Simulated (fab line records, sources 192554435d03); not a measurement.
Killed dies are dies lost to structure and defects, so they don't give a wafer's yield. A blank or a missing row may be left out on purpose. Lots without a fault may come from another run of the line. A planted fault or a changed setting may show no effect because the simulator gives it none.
Split-lot experiment | flow n5_finfet | 7 lots, 21 wafers read, on a route of 1938 steps

THE SPLIT
At N5_BEOL_M6_ETCH_62 (etches SOC in N2/H2, target depth 110 nm, overetch 22 nm, time 165 s), the setting time_s was moved away from the recipe's 165 s on 9 of the 21 wafers read, by -13.3% to +17.9%. The other wafers ran this setting at the recipe's value.

FROM THE SPLIT TO THE READING: what the file shows between them, 2 steps
- N5_BEOL_M6_STRIP_68: strips in N2/H2
- N5_BEOL_M6_STRIP_67: strips in CF4

THE READING
etch.depth_nm (the simulator's own value, which no gauge read), in nm, at N5_BEOL_M6_HM_OPEN_17 (chemistry Cl2/BCl3, target TiN, target depth 20 nm, overetch 6 nm). The file gives no usual value for it. The 12 wafers here that ran the recipe average 20.09 nm, standard deviation 0.22 nm.

wafer  | tool, chamber at the split | time_s as run, s | against the recipe | etch.depth_nm, nm | against lot-mates on the recipe
L075.1 | rie_diel-04, 2             | 165              | recipe             | 19.99             | -
L075.3 | rie_diel-04, 0             | 165              | recipe             | 20.01             | -
L075.6 | rie_diel-04, 0             | 165              | recipe             | 20.07             | -
L079.2 | rie_diel-04, 2             | 193.2            | +17.1%             | 17.37             | -3.04
L079.3 | rie_diel-04, 3             | 165              | recipe             | 20.34             | -
L079.5 | rie_diel-04, 2             | 165              | recipe             | 20.49             | -
L082.1 | rie_diel-02, 3             | 165              | recipe             | 19.72             | -
L082.2 | rie_diel-02, 1             | 176.3            | +6.8%              | 18.48             | -1.24
L082.5 | rie_diel-02, 1             | 176.3            | +6.8%              | 18.67             | -1.05
L083.2 | rie_diel-04, 1             | 143.1            | -13.3%             | 19.91             | +0.03
L083.3 | rie_diel-04, 2             | 143.1            | -13.3%             | 19.59             | -0.29
L083.4 | rie_diel-04, 0             | 165              | recipe             | 19.88             | -
L086.2 | rie_diel-04, 0             | 165              | recipe             | 20.32             | -
L086.5 | rie_diel-04, 1             | 165              | recipe             | 20.23             | -
L086.6 | rie_diel-04, 2             | 165              | recipe             | 20.27             | -
L092.2 | rie_diel-04, 2             | 165              | recipe             | 19.92             | -
L092.5 | rie_diel-04, 2             | 192.7            | +16.8%             | 17.16             | -2.76
L092.6 | rie_diel-04, 1             | 192.7            | +16.8%             | 17.48             | -2.44
L097.2 | rie_diel-01, 0             | 194.6            | +17.9%             | 16.94             | -2.93
L097.4 | rie_diel-01, 2             | 165              | recipe             | 19.87             | -
L097.5 | rie_diel-01, 1             | 194.6            | +17.9%             | 16.78             | -3.09

THE FIT
A straight line over all 21 wafers: etch.depth_nm changes by -0.12 nm for each +1% of time_s; r = -0.86; the points scatter about the line by 0.68 nm.
The same after taking each lot's own level away (the mean of its wafers on the recipe; 21 wafers): -0.119 nm for each +1%; r = -0.89; scatter 0.58 nm.
On that fit, the largest move of time_s shifts the reading by 2.1 nm.
The lots' own levels span 19.720 to 20.415 nm, that is 3.1 times the standard deviation above.
So the lot-to-lot level changes the slope little: the two slopes agree.
Check: with one of the wafers moved furthest among these (+17.9%) left out of the fit, the line predicts -2.43 nm for it against its lot-mates. It came out at -2.93 nm against them.

OTHER SPLITS ON THESE WAFERS
These wafers also went through other splits before the reading. Each is held against what the fit with the lots' levels taken away leaves over:
other split on the same wafers | wafers away from the commonest value | r with etch.depth_nm (lot level and that fit taken away)
N5_BEOL_M4_EXPOSE_25 dose_mj   | 8                                    | +0.30
N5_BEOL_M4_SPUTTER_48 time_s   | 5                                    | -0.16
N5_BEOL_M5_ETCH_68 bias_w      | 6                                    | -0.22

THE WHOLE CHAIN: every reading that the file lists as answering this split, in the file's order
step                  | what it does                                                         | reading                                                                          | change (the file's fit)                | r (the file's)
N5_BEOL_M6_ETCH_62    | etches SOC in N2/H2, target depth 110 nm, overetch 22 nm, time 165 s | SiARC_of_BEOL_M6_COAT_60.thk_nm (the simulator's own value, which no gauge read) | -0.0641 nm for each +1% of the setting | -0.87
N5_BEOL_M6_HM_OPEN_17 | chemistry Cl2/BCl3, target TiN, target depth 20 nm, overetch 6 nm    | etch.depth_nm (the simulator's own value, which no gauge read)                   | -0.139 nm for each +1% of the setting  | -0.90

THE FILE'S OWN FIT
etch.depth_nm changes by -0.139 nm for each +1% of time_s, r = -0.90.
